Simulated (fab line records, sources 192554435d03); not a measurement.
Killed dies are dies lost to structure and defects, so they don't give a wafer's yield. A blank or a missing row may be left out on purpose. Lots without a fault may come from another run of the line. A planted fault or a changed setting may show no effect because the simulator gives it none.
Which tool did it? | flow n5_finfet | 12 lots, 36 wafers sampled, at 1 step of a route of 1938

WHAT THE GAUGES READ, wafer by wafer
N5_BEOL_M8_CD_MEAS_11: target cd 38.5 nm.
lot  | measured     | on        | cd_nm (nm)
L074 | day 10 04:13 | cd_sem-03 | 39.0 38.9 38.5
L077 | day 11 03:54 | cd_sem-02 | 39.9 39.2 39.1
L080 | day 11 04:07 | cd_sem-02 | 39.5 38.9 38.4
L081 | day 12 10:23 | cd_sem-02 | 39.2 38.9 38.8
L083 | day 12 21:47 | cd_sem-02 | 38.8 38.5 37.9
L086 | day 14 01:48 | cd_sem-02 | 39.0 38.5 37.8
L088 | day 14 06:35 | cd_sem-01 | 38.9 38.3 38.5
L093 | day 14 17:44 | cd_sem-02 | 39.1 38.4 39.3
L090 | day 15 00:28 | cd_sem-01 | 39.1 38.1 39.2
L092 | day 15 10:16 | cd_sem-02 | 38.7 39.0 38.8
L094 | day 15 11:17 | cd_sem-01 | 38.8 38.8 38.2
L097 | day 17 06:58 | cd_sem-03 | 38.9 38.9 39.0

WHICH TOOL RAN EACH LOT (tool, then ch and the chambers of the sampled wafers, then the start)
The record holds no process step before these readings.

THE ANSWER, worked out from the rows above alone
Rule: what is usual is taken from the lots themselves. Put in order of their means at a reading, lots are off if they are a third of the lots or fewer, leave a main group of 4 or more, and stand apart from it by a gap of 3 or more times the standard deviation of the main group's means; of several such gaps the widest counts. A main group whose means are all the same, to the digits that the tables above print for the reading, isn't used. A lot without any number at a reading at which 4 lots or more have one is off too. The other lots that the step has rows for count as sound.
No lot is off at any reading shown: from this, nothing can be told.

WHAT THE SIMULATOR HAD PUT IN
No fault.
